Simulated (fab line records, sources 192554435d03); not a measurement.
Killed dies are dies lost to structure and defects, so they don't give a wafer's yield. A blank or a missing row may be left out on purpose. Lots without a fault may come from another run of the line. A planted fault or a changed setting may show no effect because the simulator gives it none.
fab line records | flow n5_finfet
record lots=7 wafers=19 last_day=17
route steps=1938 shown SD_EPI_N@263 BEOL_M4@1111
lots that met no fault: from a run of the same line without faults
start_h: hours from the record's first day to the start of the lot's first wafer shown | wait_h: hours since the lot's step before | " the same as in the row above | L1.1+2: a row that stands for several wafers | - no value, or no start given | * or withheld: withheld | < > ~ a bound
route shown NAME@n: a module of which the file shows steps, and the number in the route of the first | usual: mean/standard deviation of fault-free wafers | same: alike in all rows | chamber/n: place in a boat | sites: the reading at each site | _std_site: their standard deviation | _edge_site: outer sites' mean less inner sites' | radius_mm: how far each site lies from the wafer's centre | mask NAME#n: copy n | behind: the tool/chamber that last shaped the wafer | hold: why the lot was held/for how many hours/how that ended | device: the transistor (n, p or np) that didn't switch | end of line: the same wafers' tests at the end of the route | a step without rows: its recipe alone | killed: dies lost to structure and defects at the first sort, not the wafer's yield | map: a wafer's dies, x killed, . not, _ none there
set.NAME: the setting as run; set.NAME@STEP: as run at that earlier step | model.NAME: the simulator's own value behind a step, which no gauge read
lots at some steps of the route; a table a step, a row a wafer
services: from which hour (start_h, from the record's first day; less than 0 if before it) a tool's chamber was out of use, for how many hours, and why
## steps
# step N5_SD_EPI_N_COAT_33
# recipe resist=SiARC temp_c=220 time_s=60 spin_rpm=1500 resist_thk_nm=35
# step N5_SD_EPI_N_COAT_03
# recipe resist=CAR-ArF-block spin_rpm=1500 resist_thk_nm=150
# step N5_SD_EPI_N_EBR_05
# recipe solvent=PGMEA ebr_width_mm=1.5
# step N5_SD_EPI_N_SOFTBAKE_04
# recipe temp_c=110 time_s=60 resist=CAR-ArF-block
# step N5_SD_EPI_N_EXPOSE_06
# recipe mask_id=SD_N_BLK na=1.35 source_shape=conventional sigma_outer=0.8 polarization=unpolarized target_cd_nm=120 dose_mj=39.75
# step N5_SD_EPI_N_PEB_07
# recipe peb_temp_c=110 peb_time_s=60 resist=CAR-ArF-block
# step N5_SD_EPI_N_DEVELOP_08
# recipe develop_time_s=30 developer=TMAH resist=CAR-ArF-block dev_temp_c=23 rinse_liquid=diw dry=air_spin
# step N5_SD_EPI_N_CD_MEAS_09
# recipe target_cd_nm=120 landing_energy_ev=500 detector=se_inlens
# usual cd_nm=119.9/0.53
# columns lot.wafer tool chamber start_h wait_h cd_nm
L744.1 cd_sem-03 0 54.67 - 120.7
L744.2 " 0 " " 121.1
L744.4 " 0 " " 120.1
L749.3 cd_sem-01 0 86.33 - 119.6
L749.4 " 0 " " 119.2
L749.5 " 0 " " 119.6
L756.5 cd_sem-03 0 128.40 - 119.8
L756.6 " 0 " " 119.4
L758.5 cd_sem-02 0 138.62 - 119.7
L758.6 " 0 " " 118.9
L759.4 cd_sem-02 0 151.54 - 119.9
L759.5 " 0 " " 119.9
L759.6 " 0 " " 120.2
L760.3 cd_sem-03 0 157.22 - 119.9
L760.4 " 0 " " 119.9
L760.6 " 0 " " 119.9
L766.3 cd_sem-01 0 191.80 - 119.6
L766.5 " 0 " " 120.4
L766.6 " 0 " " 119.3
# step N5_SD_EPI_N_OVL_MEAS_10
# recipe points_per_wafer=44
# usual SD_N_BLK_OVL=0.5/0.75
# columns lot.wafer tool chamber start_h wait_h SD_N_BLK_OVL[nm]
L744.1 overlay-01 0 54.70 0.0 0.5
L744.2 " 0 " " -0.1
L744.4 " 0 " " 0.3
L749.3 overlay-02 0 86.35 0.0 -1.0
L749.4 " 0 " " 1.9
L749.5 " 0 " " -0.5
L756.5 overlay-01 0 128.42 0.0 0.6
L756.6 " 0 " " 1.1
L758.5 overlay-02 0 138.65 0.0 -0.2
L758.6 " 0 " " 0.3
L759.4 overlay-01 0 151.57 0.0 0.8
L759.5 " 0 " " 0.9
L759.6 " 0 " " 1.4
L760.3 overlay-02 0 157.25 0.0 0.3
L760.4 " 0 " " 0.4
L760.6 " 0 " " -0.2
L766.3 overlay-02 0 191.83 0.0 0.2
L766.5 " 0 " " -0.7
L766.6 " 0 " " 0.7
# step N5_SD_EPI_N_INSPECT_11
# recipe mode=adi inspect_instrument=macro
# usual raw_defect_count=2.3/1.5
# columns lot.wafer tool chamber start_h wait_h raw_defect_count
L744.1 defect_inspect-01 - 54.72 0.0 1
L744.2 " - " " 2
L744.4 " - " " 0
L749.3 defect_inspect-02 - 86.38 0.0 0
L749.4 " - " " 4
L749.5 " - " " 2
L756.5 defect_inspect-02 - 128.45 0.0 2
L756.6 " - " " 6
L758.5 defect_inspect-01 - 138.67 0.0 4
L758.6 " - " " 1
L759.4 defect_inspect-01 - 151.60 0.0 2
L759.5 " - " " 1
L759.6 " - " " 5
L760.3 defect_inspect-01 - 157.28 0.0 1
L760.4 " - " " 3
L760.6 " - " " 1
L766.3 defect_inspect-01 - 191.85 0.0 1
L766.5 " - " " 2
L766.6 " - " " 4
# step N5_SD_EPI_N_DESCUM_14
# recipe chemistry=O2 time_s=7.9 source_power_w=50 bias_power_w=20 pressure_mtorr=20 rf_frequency_hz=2.712e+07 temp_c=40 resist=CAR-ArF-block o2_flow_sccm=225
# usual drypump_motor_current_A=5.8/0.41 oes_product_au=0.75/0.058 rf_vpp_V=243.5/1.1 showerhead_plenum_p_Torr=2.10/0.049 throttle_valve_pct=20.50/0.13
# columns lot.wafer tool chamber start_h wait_h drypump_motor_current_A oes_product_au rf_hours_counter_h rf_vpp_V showerhead_plenum_p_Torr throttle_valve_pct
L744.1 rie_diel-03 3 54.76 0.0 6.2 0.73 193 241.9 2.07 20.42
L744.2 " 0 " " 5.5 0.73 182 245.0 2.16 20.31
L744.4 " 2 " " 5.8 0.74 135 244.1 2.10 20.51
L749.3 rie_diel-04 3 86.52 0.1 6.1 0.72 223 244.2 2.07 20.47
L749.4 " 1 " " 5.7 0.81 108 243.5 2.19 20.59
L749.5 " 1 " " 5.7 0.81 - 245.3 2.19 20.59
L756.5 rie_diel-04 2 128.99 0.5 5.1 0.74 - 244.3 2.08 20.62
L756.6 " 3 " " 6.0 0.70 - 242.9 2.07 20.48
L758.5 rie_diel-04 0 138.77 0.1 5.4 0.70 - 243.9 2.07 20.40
L758.6 " 1 " " 5.7 0.78 - 245.6 2.18 20.60
L759.4 rie_diel-01 1 151.63 0.0 6.6 0.72 190 243.4 2.07 20.61
L759.5 " 2 " " 5.9 0.77 - 242.7 2.10 20.26
L759.6 " 3 " " 6.1 0.86 - 243.4 2.13 20.52
L760.3 rie_diel-04 3 157.37 0.1 6.0 0.70 246 242.8 2.06 20.52
L760.4 " 0 " " 5.4 0.70 219 243.5 2.07 20.45
L760.6 " 3 " " 6.0 0.69 - 242.1 2.06 20.52
L766.3 rie_diel-03 0 192.00 0.1 5.5 0.69 231 243.4 2.15 20.39
L766.5 " 2 " " 5.8 0.70 - 243.5 2.08 20.61
L766.6 " 0 " " 5.5 0.68 - 244.0 2.15 20.40
# step N5_SD_EPI_N_ETCH_34
# recipe chemistry=CF4 target=SiARC target_depth_a=455 mask_material=CAR-ArF-block time_s=75.8 ion_energy_ev=80 pressure_mtorr=40 source_w=545 bias_w=36 Ar_flow_sccm=100 cf4_flow_sccm=100 ends=cleared
# usual cf4_flow_sccm=100.0/0.31 drypump_motor_current_A=5.8/0.41 etch_rf_on_time_s=76.1/1 oes_product_au=0.64/0.048 rf_vpp_V=184.2/1.1 showerhead_plenum_p_Torr=2.16/0.048 throttle_valve_pct=15.72/0.14
# columns lot.wafer tool chamber start_h wait_h cf4_flow_sccm drypump_motor_current_A etch_rf_on_time_s oes_product_au rf_hours_counter_h rf_vpp_V showerhead_plenum_p_Torr throttle_valve_pct
L744.1 rie_diel-03 3 54.79 0.0 100.1 6.1 76.1 0.62 193 184.3 2.12 15.68
L744.2 " 0 " " 99.5 5.5 75.8 0.62 182 183.1 2.22 15.56
L744.4 " 2 " " 99.6 5.7 78.1 0.64 135 184.5 2.14 15.68
L749.3 rie_diel-04 3 86.56 0.0 99.7 6.1 77.5 0.61 223 184.2 2.12 15.72
L749.4 " 1 " " 99.6 5.7 75.5 0.69 108 185.3 2.24 15.79
L749.5 " 1 " " 99.8 5.7 75.1 0.69 - 186.2 2.24 15.79
L756.5 rie_diel-04 2 129.03 0.0 99.8 5.1 74.5 0.64 - 182.6 2.14 15.89
L756.6 " 3 " " 100.9 6.0 76.5 0.60 - 184.2 2.12 15.75
L758.5 rie_diel-04 0 138.82 0.0 100.1 5.4 76.8 0.60 - 183.5 2.12 15.61
L758.6 " 1 " " 100.2 5.7 75.2 0.68 - 185.4 2.23 15.82
L759.4 rie_diel-01 1 151.66 0.0 99.6 6.7 74.8 0.62 190 183.5 2.13 15.87
L759.5 " 2 " " 100.2 5.9 76.8 0.64 - 182.4 2.15 15.47
L759.6 " 3 " " 100.2 6.1 75.3 0.73 - 185.4 2.18 15.63
L760.3 rie_diel-04 3 157.41 0.0 100.3 6.1 75.5 0.60 246 184.0 2.11 15.76
L760.4 " 0 " " 99.4 5.4 76.9 0.60 219 183.9 2.12 15.64
L760.6 " 3 " " 99.9 6.0 76.5 0.60 - 184.8 2.11 15.78
L766.3 rie_diel-03 0 192.03 0.0 99.8 5.5 76.1 0.59 231 184.0 2.20 15.64
L766.5 " 2 " " 100.1 5.8 78.2 0.60 - 183.8 2.12 15.78
L766.6 " 0 " " 100.3 5.5 76.2 0.60 - 182.4 2.20 15.67
# step N5_SD_EPI_N_ETCH_35
# recipe chemistry=N2/H2 target=SOC overetch_a=1080 mask_material=SiARC temp_c=40 ion_energy_ev=100 source_w=3000 bias_w=133 pressure_mtorr=20 time_s=486 n2_flow_sccm=200 h2_flow_sccm=200
# usual drypump_motor_current_A=5.8/0.41 oes_product_au=0.67/0.05 rf_vpp_V=241.0/1.2 showerhead_plenum_p_Torr=2.56/0.062 throttle_valve_pct=24.01/0.18
# columns lot.wafer tool chamber start_h wait_h drypump_motor_current_A oes_product_au rf_hours_counter_h rf_vpp_V showerhead_plenum_p_Torr throttle_valve_pct model.SiARC_of_SD_EPI_N_COAT_33.thk_nm
L744.1 rie_diel-03 3 54.85 0.0 6.1 0.66 193 239.9 2.52 23.78 19.8
L744.2 " 0 " " 5.5 0.65 182 241.4 2.64 23.73 19.8
L744.4 " 2 " " 5.8 0.67 135 239.9 2.55 23.85 20.4
L749.3 rie_diel-04 3 86.62 0.0 6.0 0.64 223 239.7 2.51 24.07 20.2
L749.4 " 1 " " 5.7 0.72 108 241.7 2.67 24.19 19.6
L749.5 " 1 " " 5.8 0.72 - 242.1 2.67 24.20 19.8
L756.5 rie_diel-04 2 129.22 0.2 5.2 0.66 - 239.1 2.53 24.04 20
L756.6 " 3 " " 6.1 0.61 - 240.6 2.50 24.08 19.4
L758.5 rie_diel-04 0 139.00 0.2 5.4 0.63 - 240.0 2.52 24.03 20
L758.6 " 1 " " 5.7 0.68 - 243.7 2.66 24.19 18.6
L759.4 rie_diel-01 1 151.72 0.0 6.6 0.65 190 240.9 2.52 24.24 19.6
L759.5 " 2 " " 5.9 0.68 - 240.1 2.55 23.83 19.8
L759.6 " 3 " " 6.1 0.77 - 241.0 2.58 23.95 19.4
L760.3 rie_diel-04 3 157.46 0.0 6.0 0.62 246 240.9 2.50 24.12 19.8
L760.4 " 0 " " 5.4 0.61 219 239.8 2.51 24.03 19
L760.6 " 3 " " 6.1 0.61 - 241.8 2.50 24.10 19
L766.3 rie_diel-03 0 192.09 0.0 5.5 0.62 231 242.4 2.62 23.79 20
L766.5 " 2 " " 5.8 0.64 - 240.1 2.53 23.90 20.4
L766.6 " 0 " " 5.5 0.62 - 242.1 2.62 23.80 20
# step N5_SD_EPI_N_STRIP_36
# recipe chemistry=N2/H2 temp_c=40 n2_flow_sccm=200 h2_flow_sccm=200 rf_frequency_hz=6e+07
# step N5_SD_EPI_N_ETCHBACK_44
# recipe chemistry=CH3F/O2 mode=anisotropic_etchback target=SiNx target_depth_a=145 stop_on=SiO2 over_etch_frac=0.3 ion_energy_ev=120 pressure_mtorr=30 source_w=395 bias_w=73 Ar_flow_sccm=150 CH3F_flow_sccm=30 O2_flow_sccm=20
# usual drypump_motor_current_A=5.8/0.41 oes_product_au=0.64/0.046 rf_vpp_V=297/3.3 showerhead_plenum_p_Torr=2.01/0.047 throttle_valve_pct=16.45/0.14
# columns lot.wafer tool chamber start_h wait_h drypump_motor_current_A oes_product_au rf_hours_counter_h rf_vpp_V showerhead_plenum_p_Torr throttle_valve_pct
L744.1 rie_diel-03 3 55.17 0.0 6.1 0.63 193 301 1.98 16.36
L744.2 " 0 " " 5.5 0.62 183 295 2.07 16.28
L744.4 " 2 " " 5.8 0.64 135 296 2.00 16.42
L749.3 rie_diel-04 3 86.94 0.0 6.0 0.61 223 292 1.98 16.41
L749.4 " 1 " " 5.7 0.69 108 300 2.09 16.50
L749.5 " 1 " " 5.7 0.69 - 300 2.09 16.50
L756.5 rie_diel-04 2 129.44 0.1 5.2 0.63 - 291 2.00 16.61
L756.6 " 3 " " 6.1 0.58 - 294 1.97 16.45
L758.5 rie_diel-04 0 139.22 0.1 5.4 0.61 - 300 1.98 16.34
L758.6 " 1 " " 5.7 0.64 - 299 2.09 16.53
L759.4 rie_diel-01 1 152.04 0.0 6.6 0.62 190 298 1.99 16.59
L759.5 " 2 " " 5.9 0.65 - 299 2.01 16.22
L759.6 " 3 " " 6.1 0.73 - 295 2.04 16.39
L760.3 rie_diel-04 3 157.79 0.0 6.0 0.60 246 291 1.97 16.48
L760.4 " 0 " " 5.4 0.57 219 298 1.97 16.38
L760.6 " 3 " " 6.0 0.57 - 293 1.97 16.48
L766.3 rie_diel-03 0 192.41 0.0 5.5 0.59 231 294 2.05 16.39
L766.5 " 2 " " 5.8 0.61 - 296 1.98 16.50
L766.6 " 0 " " 5.5 0.59 - 294 2.06 16.38
# step N5_SD_EPI_N_ETCH_45
# recipe chemistry=CH3F/O2 target=SiOCN target_depth_a=60 mask_material=SOC ion_energy_ev=60 bias_w=29 pressure_mtorr=15 source_w=410 Ar_flow_sccm=150 CH3F_flow_sccm=30 O2_flow_sccm=20
# usual drypump_motor_current_A=5.8/0.41 oes_product_au=0.75/0.059 rf_vpp_V=127.6/0.87 showerhead_plenum_p_Torr=2.01/0.047 throttle_valve_pct=23.41/0.15
# columns lot.wafer tool chamber start_h wait_h drypump_motor_current_A oes_product_au rf_hours_counter_h rf_vpp_V showerhead_plenum_p_Torr throttle_valve_pct
L744.1 rie_diel-03 3 55.27 0.1 6.1 0.72 193 127.8 1.97 23.29
L744.2 " 0 " " 5.5 0.71 183 127.8 2.07 23.23
L744.4 " 2 " " 5.8 0.73 135 128.0 1.99 23.35
L749.3 rie_diel-04 3 87.04 0.1 6.1 0.71 223 126.4 1.97 23.34
L749.4 " 1 " " 5.7 0.81 108 127.4 2.09 23.48
L749.5 " 1 " " 5.7 0.80 - 128.4 2.09 23.48
L756.5 rie_diel-04 2 129.54 0.1 5.1 0.74 - 126.8 1.99 23.60
L756.6 " 3 " " 6.1 0.70 - 125.5 1.97 23.35
L758.5 rie_diel-04 0 139.32 0.1 5.4 0.70 - 127.6 1.97 23.27
L758.6 " 1 " " 5.7 0.79 - 127.4 2.08 23.50
L759.4 rie_diel-01 1 152.14 0.1 6.7 0.73 190 128.4 1.98 23.58
L759.5 " 2 " " 5.9 0.76 - 128.1 2.01 23.20
L759.6 " 3 " " 6.1 0.87 - 127.3 2.03 23.44
L760.3 rie_diel-04 3 157.89 0.1 6.1 0.69 246 126.4 1.96 23.38
L760.4 " 0 " " 5.4 0.69 219 127.9 1.97 23.28
L760.6 " 3 " " 6.0 0.68 - 127.7 1.96 23.37
L766.3 rie_diel-03 0 192.51 0.1 5.5 0.68 231 129.0 2.05 23.30
L766.5 " 2 " " 5.8 0.70 - 126.7 1.97 23.43
L766.6 " 0 " " 5.5 0.69 - 127.1 2.05 23.29
# step N5_SD_EPI_N_ETCH_16
# recipe chemistry=CHF3/O2 target=SiO2 target_depth_a=50 mask_material=SOC pressure_mtorr=30 source_w=650 bias_w=170 Ar_flow_sccm=200 CHF3_flow_sccm=50 O2_flow_sccm=5 ion_energy_ev=200
# usual drypump_motor_current_A=5.8/0.41 oes_product_au=0.75/0.059 rf_vpp_V=523/5.7 showerhead_plenum_p_Torr=2.43/0.054 throttle_valve_pct=19.00/0.14
# columns lot.wafer tool chamber start_h wait_h drypump_motor_current_A oes_product_au rf_hours_counter_h rf_vpp_V showerhead_plenum_p_Torr throttle_valve_pct model.SiARC_of_SD_EPI_N_COAT_33.thk_nm
L744.1 rie_diel-03 3 55.37 0.1 6.1 0.73 193 530 2.38 18.91 12.4
L744.2 " 0 " " 5.5 0.73 183 518 2.50 18.85 12.6
L744.4 " 2 " " 5.8 0.74 136 523 2.41 18.97 13.2
L749.3 rie_diel-04 3 87.14 0.1 6.1 0.71 223 516 2.38 18.94 13
L749.4 " 1 " " 5.7 0.80 108 526 2.51 19.06 12.4
L749.5 " 1 " " 5.7 0.81 - 526 2.51 19.06 12.4
L756.5 rie_diel-04 2 129.61 0.0 5.2 0.74 - 516 2.41 19.19 12.8
L756.6 " 3 " " 6.1 0.69 - 514 2.38 18.96 12.4
L758.5 rie_diel-04 0 139.39 0.0 5.4 0.71 - 526 2.38 18.86 12.6
L758.6 " 1 " " 5.7 0.79 - 526 2.51 19.07 11.2
L759.4 rie_diel-01 1 152.24 0.1 6.6 0.72 190 523 2.39 19.14 12.2
L759.5 " 2 " " 5.9 0.76 - 529 2.42 18.77 12.4
L759.6 " 3 " " 6.1 0.87 - 521 2.45 18.99 12
L760.3 rie_diel-04 3 157.99 0.1 6.0 0.69 246 517 2.37 18.98 12.6
L760.4 " 0 " " 5.4 0.70 219 527 2.38 18.88 11.8
L760.6 " 3 " " 6.0 0.69 - 515 2.37 18.98 11.8
L766.3 rie_diel-03 0 192.61 0.1 5.5 0.68 231 519 2.48 18.91 12.8
L766.5 " 2 " " 5.8 0.70 - 522 2.39 19.05 13.4
L766.6 " 0 " " 5.5 0.69 - 519 2.48 18.92 12.8
# step N5_SD_EPI_N_STRIP_47
# recipe chemistry=CHF3/O2 resist=SiARC rf_frequency_hz=6e+07
# step N5_BEOL_M4_RC_MEAS_101
# usual DIBL_N=36.3/1.2 DIBL_P=36.7/1.5 IOFF_N=0.164/0.02 IOFF_P=0.214/0.024 ION_N=673/8.5 ION_P=461/5.9 SS_N=71.6/0.44 SS_P=73.3/0.55 VT_N=249.4/2.4 VT_P=-250.0/2.3
# columns lot.wafer tool chamber start_h wait_h DIBL_N[mV/V] DIBL_P[mV/V] IOFF_N[nA/um] IOFF_P[nA/um] ION_N[uA/um] ION_P[uA/um] SS_N[mV/dec] SS_P[mV/dec] VT_N[mV] VT_P[mV]
L744.1 prober-02 0 171.73 0.0 35.2 33.6 0.146 0.190 674 462 71.2 72.8 250.3 -249.2
L744.2 " 0 " " 36.0 34.6 0.151 0.207 660 462 71.9 73.1 250.2 -248.8
L744.4 " 0 " " 36.6 34.5 0.158 0.204 666 457 71.4 73.3 250.9 -249.3
L749.3 prober-01 0 203.97 0.3 36.2 36.6 0.152 0.224 671 470 71.6 73.2 250.0 -247.6
L749.4 " 0 " " 36.2 35.8 0.153 0.211 678 462 70.7 73.6 248.5 -249.2
L749.5 " 0 " " 36.8 36.6 0.164 0.228 670 464 71.2 73.3 248.7 -245.8
L756.5 prober-02 0 254.65 0.6 36.9 37.6 0.158 0.184 666 452 71.1 72.7 251.2 -250.3
L756.6 " 0 " " 38.7 39.2 0.201 0.215 663 450 72.1 73.4 249.5 -252.6
L758.5 prober-02 0 260.54 0.6 35.2 35.6 0.134 0.196 664 460 70.6 72.4 251.3 -249.8
L758.6 " 0 " " 37.1 38.4 0.170 0.239 672 465 72.0 74.3 252.0 -244.9
L759.4 prober-02 0 269.64 0.5 35.1 35.0 0.141 0.202 673 470 71.4 73.9 250.7 -248.7
L759.5 " 0 " " 36.4 36.7 0.170 0.235 684 469 71.8 73.5 247.5 -247.0
L759.6 " 0 " " 36.2 35.9 0.164 0.214 674 464 71.7 73.3 249.1 -249.4
L760.3 prober-02 0 283.15 0.3 36.9 38.5 0.214 0.250 692 473 72.3 74.0 243.5 -248.5
L760.4 " 0 " " 36.1 36.1 0.174 0.210 674 466 72.0 73.3 249.3 -251.5
L760.6 " 0 " " 36.5 37.8 0.187 0.233 680 459 71.7 73.5 244.2 -249.7
L766.3 prober-02 0 307.49 0.3 37.3 39.5 0.178 0.237 679 466 71.8 73.9 250.1 -250.4
L766.5 " 0 " " 38.1 40.5 0.196 0.242 682 467 72.0 74.5 247.9 -249.3
L766.6 " 0 " " 36.9 39.9 0.183 0.241 688 469 71.3 73.9 247.6 -249.9
## services
# columns tool chamber start_h hours kind
rie_diel-04 2 44.97 6.9 repair
rie_diel-04 - 59.15 0.5 repair
rie_diel-04 - 63.20 14.6 pm
rie_diel-01 0 73.23 - clean
rie_diel-01 0 73.23 - consumable_replace:focus_ring
rie_diel-01 0 73.23 - consumable_replace:showerhead
rie_diel-01 0 73.23 15.8 scheduled_down
rie_diel-01 0 73.23 15.8 vent_cycle
rie_diel-03 3 90.78 8.7 repair
rie_diel-03 2 120.65 6.2 repair
rie_diel-01 1 121.10 5.2 repair
rie_diel-03 0 155.80 6.7 repair
rie_diel-04 3 168.49 - clean
rie_diel-04 3 168.49 - consumable_replace:focus_ring
rie_diel-04 3 168.49 13.4 scheduled_down
rie_diel-04 3 168.49 13.4 vent_cycle
rie_diel-03 1 180.59 - clean
rie_diel-03 1 180.59 - consumable_replace:focus_ring
rie_diel-03 1 180.59 22.5 scheduled_down
rie_diel-03 1 180.59 22.5 vent_cycle
## key
first_sign none at tools or gauges
model_effect step=N5_SD_EPI_N_ETCH_35 value=SiARC_of_SD_EPI_N_COAT_33.thk_nm without=20 struck=19
model_effect step=N5_SD_EPI_N_ETCH_16 value=SiARC_of_SD_EPI_N_COAT_33.thk_nm without=12.7 struck=11.8
met_at N5_SD_EPI_N_ETCH_35
struck_wafers L756.6,L758.6,L760.4,L760.6
onset_between 86.62 129.22
fault kind=process_parameter_drift tool=rie_diel-04 chamber=- onset_h=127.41 steps=N5_SD_EPI_N_ETCH_35 channel=time_s offset=* shape=step end_h=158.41 scope=struck_wafers_only acts_in=* stated=*
